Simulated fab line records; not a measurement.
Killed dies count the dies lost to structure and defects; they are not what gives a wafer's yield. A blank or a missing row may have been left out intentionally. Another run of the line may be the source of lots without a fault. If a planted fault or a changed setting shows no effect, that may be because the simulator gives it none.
A lot that was struck, set against a sound lot + flow n5Finfet + 15 out of 1938 route steps
Sound: these wafers, L960.2, L960.4, L960.6. Wafers L963.1, L963.4 were the ones struck. Last of all comes the cause.
For every step that has rows: the tool of each side, followed by ch and its chambers, followed by its first start. Under that, the readings that differ: sound wafers + struck wafers + difference of the means + sigmas: that difference in standard deviations of wafers without a fault.
alike: words and numbers the same on both sides, and readings whose means are apart by under 2 such deviations; not compared: readings that were withheld, readings missing a value for some wafer, numbers with overlapping values and no deviation given by the record, and bounds like >300 which may hide the same value.
Wherever a step has rows on one side only, a row that says differs or no value, or a row with sigmas, the two part there. Numbers that don't overlap but have no deviation are shown without sigmas and don't part them. A reading missing from all wafers of one side parts the sides only when that side holds two or more wafers.

first, 4 steps without rows for these wafers: N5_BEOL_M9_SOFTBAKE_06 (time 60 s); N5_BEOL_M9_EXPOSE_08 (exposes mask M9); N5_BEOL_M9_PEB_09 (peb time 60 s); N5_BEOL_M9_DEVELOP_10 (develop time 30 s).
N5_BEOL_M9_CD_MEAS_11: the cd target is 64.1 nm.
  sound on cdSem-03 ch 0, day 10 12:38; struck on cdSem-02 ch 0, day 11 22:38
| reading   | sound          | struck    | difference | sigmas |
|-----------|----------------|-----------|------------|--------|
| cdNm (nm) | 63.7 64.5 64.1 | 65.6 65.4 | +1.4       | +3     |
N5_BEOL_M9_OVL_MEAS_12:
  sound on overlay-02 ch 0, day 10 12:40; struck on overlay-02 ch 0, day 11 22:40
  alike: M9_OVL
N5_BEOL_M9_INSPECT_13: inspects for defects (brightfield).
  sound on defectInspect-01 at day 10 12:41; struck on defectInspect-02 at day 11 22:41
  alike: rawDefectCount
N5_BEOL_M9_DESCUM_16: chemistry O2, time 7.9 s.
  sound on rieDiel-04 ch 1,2, day 10 12:43; struck on rieDiel-04 ch 2,3, day 11 22:49
  alike: drypumpMotorCurrentA, oesProductAu, rfFwdPowerW, rfVppV, showerheadPlenumPTorr, throttleValvePct
  not compared: rfHoursCounterH
N5_BEOL_M9_ETCH_61: etches SiARC in CF4, target depth 39 nm, time 65 s.
  sound on rieDiel-04 ch 1,2, day 10 12:45; struck on rieDiel-04 ch 2,3, day 11 22:51
  alike: cf4FlowSccm, drypumpMotorCurrentA, etchRfOnTimeS, mfcArSccm, oesProductAu, rfFwdPowerW, rfVppV, showerheadPlenumPTorr, throttleValvePct
  not compared: rfHoursCounterH
N5_BEOL_M9_ETCH_62: etches SOC in N2/H2, target depth 110 nm, overetch 22 nm, time 165 s.
  sound on rieDiel-04 ch 1,2, day 10 12:48; struck on rieDiel-04 ch 2,3, day 11 22:54
  alike: drypumpMotorCurrentA, n2FlowSccm, oesProductAu, rfFwdPowerW, rfVppV, showerheadPlenumPTorr, throttleValvePct
  not compared: rfHoursCounterH
then, 1 step without rows for these wafers: N5_BEOL_M9_STRIP_68 (strips in N2/H2).
N5_BEOL_M9_STRIP_67: strips in CF4.
  sound on rieDiel-04 ch 1,2, day 10 12:57; struck on rieDiel-04 ch 2,3, day 11 23:03
  alike: cf4FlowSccm, drypumpMotorCurrentA, oesProductAu, rfVppV, showerheadPlenumPTorr, throttleValvePct
  not compared: rfHoursCounterH
N5_BEOL_M9_HM_OPEN_17: chemistry Cl2/BCl3, target TiN, target depth 20 nm, overetch 6 nm.
  sound on rieMetal-01 ch 0,1, day 10 12:59; struck on rieMetal-02 ch 0,1, day 11 23:05
| reading                                 | sound          | struck    | difference | sigmas |
|-----------------------------------------|----------------|-----------|------------|--------|
| oesProductAu (a.u.)                     | 0.70 0.80 0.71 | 0.53 0.53 | -0.21      | -2     |
| model.SOC_of_BEOL_M9_COAT_59.thkNm (nm) | 92.2 92 91.8   | 93.8 94   | +1.9       |        |
  alike: drypumpMotorCurrentA, mfcArSccm, rfFwdPowerW, throttleValvePct
  not compared: rfHoursCounterH
N5_BEOL_M9_STRIP_19: strips in O2.
  sound on rieDiel-05 ch 0,1,3, day 10 13:09; struck on rieDiel-04 ch 0,2, day 11 23:28
  alike: drypumpMotorCurrentA, oesProductAu, rfVppV, showerheadPlenumPTorr, throttleValvePct
  not compared: rfHoursCounterH
-- record jumps: 3 days separate the struck wafers' starts on either side; left off in module BEOL_M9, taken up again in module PASSIVATION, whose first shown step is the route's number 1936 --
N5_PASSIVATION_PROBE_49:
  rows exist in the record for the struck wafers here (prober-02, day 14 11:37), but not for the sound ones

## WHERE THEY PART
Last at N5_PASSIVATION_PROBE_49 as far as this record goes, first at N5_BEOL_M9_CD_MEAS_11.

WHY: whatever the simulator had introduced
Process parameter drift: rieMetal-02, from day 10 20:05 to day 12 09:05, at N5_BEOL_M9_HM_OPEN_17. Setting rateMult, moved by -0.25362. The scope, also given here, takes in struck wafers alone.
